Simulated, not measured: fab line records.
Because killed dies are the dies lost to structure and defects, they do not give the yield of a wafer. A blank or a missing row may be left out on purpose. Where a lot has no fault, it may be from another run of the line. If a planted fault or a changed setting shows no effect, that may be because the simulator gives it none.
Chamber matching -- flow n5 finfet -- N5_GATE_CUT_SAC_CAP_01 on ald sin-03 has 4 sister chambers
The step material SiNx, target thk 24 nm, pulse time 1 s, ald cycles 480. 4 wafers are shown with their chamber, then 7 later ones without.

== WAFERS WITH THEIR CHAMBER ==
wafer,chamber,heater power w (W)
L085.2,0,797
L088.3,3,933
L094.2,1,792
L094.5,2,779

== WAFERS WITHOUT THEIR CHAMBER ==
wafer,heater power w (W)
L094.6,957
L095.1,799
L095.2,815
L095.3,791
L097.1,924
L097.3,807
L097.5,774

== CHAMBER TAKEN BY EACH ==
wafer,from the rows above,in truth
L094.6,3,3
L095.1,can't be placed: 0 or 1 or 2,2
L095.2,can't be placed: 0 or 1 or 2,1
L095.3,can't be placed: 1 or 0 or 2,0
L097.1,3,3
L097.3,can't be placed: 0 or 1 or 2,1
L097.5,can't be placed: 2 or 1 or 0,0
2 of 7 placed correctly. Not placeable from these rows: 5 (in 5, the candidates include the true chamber). Placed wrongly: 0.
How it was worked out, from the rows above alone: a wafer's distance from a chamber is the root of the sum, over the readings, of the square of ((its reading less the chamber's mean) divided by the reading's scatter). If the next closest chamber is less than 2 further off than the closest, the wafer can't be placed; otherwise it belongs to the closest. For every chamber, the mean is computed from those of its wafers that are shown. The scatter: with one shown wafer a chamber, the root of the mean of the squares of how far each hidden wafer lies from its nearest shown one.
